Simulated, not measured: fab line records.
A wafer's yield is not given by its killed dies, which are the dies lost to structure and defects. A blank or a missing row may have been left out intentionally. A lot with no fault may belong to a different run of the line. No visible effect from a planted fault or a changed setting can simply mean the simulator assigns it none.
Which tool was responsible? + flow nand harc + 6 lots, 18 wafers sampled, at 1 step of a route of 1302

== WHAT THE GAUGES READ, wafer by wafer ==
NHARC_P_ZERO_WELL_CD_MEAS_37: target cd 720 nm.
| lot  | measured    | on        | cd nm (nm)        |
|------|-------------|-----------|-------------------|
| L980 | day 2 10:10 | cd sem-02 | 718.9 718.9 720.1 |
| L982 | day 3 06:21 | cd sem-01 | 718.3 719.6 719.1 |
| L985 | day 4 12:07 | cd sem-03 | 719.6 717.6 721.3 |
| L988 | day 5 19:26 | cd sem-01 | 720.2 719.0 721.7 |
| L993 | day 7 21:25 | cd sem-01 | 718.3 723.7 721.4 |
| L998 | day 9 22:10 | cd sem-01 | 719.5 719.2 716.5 |

== WHICH TOOL RAN EACH LOT (tool, then ch and the chambers of the sampled wafers, then the start) ==
No process step before these readings appears in the record.

== THE ANSWER, worked out from the rows above alone ==
Rule: what is usual is taken from the lots themselves. The widest of any qualifying gaps counts: lots, ordered by their means at a reading, are off when they make up no more than a third of the lots, leave a main group of 4 or more, and stand apart from it by 3 or more times the standard deviation of that group's means. The tables above print the reading to a certain number of digits; a main group whose means all agree to those digits is not used. A lot without any number at a reading at which 4 lots or more have one is off too. Any other lot the step has rows for is counted as sound.
No lot is off on any of the readings shown, so nothing can be concluded from this.

== WHAT WAS PUT IN BY THE SIMULATOR ==
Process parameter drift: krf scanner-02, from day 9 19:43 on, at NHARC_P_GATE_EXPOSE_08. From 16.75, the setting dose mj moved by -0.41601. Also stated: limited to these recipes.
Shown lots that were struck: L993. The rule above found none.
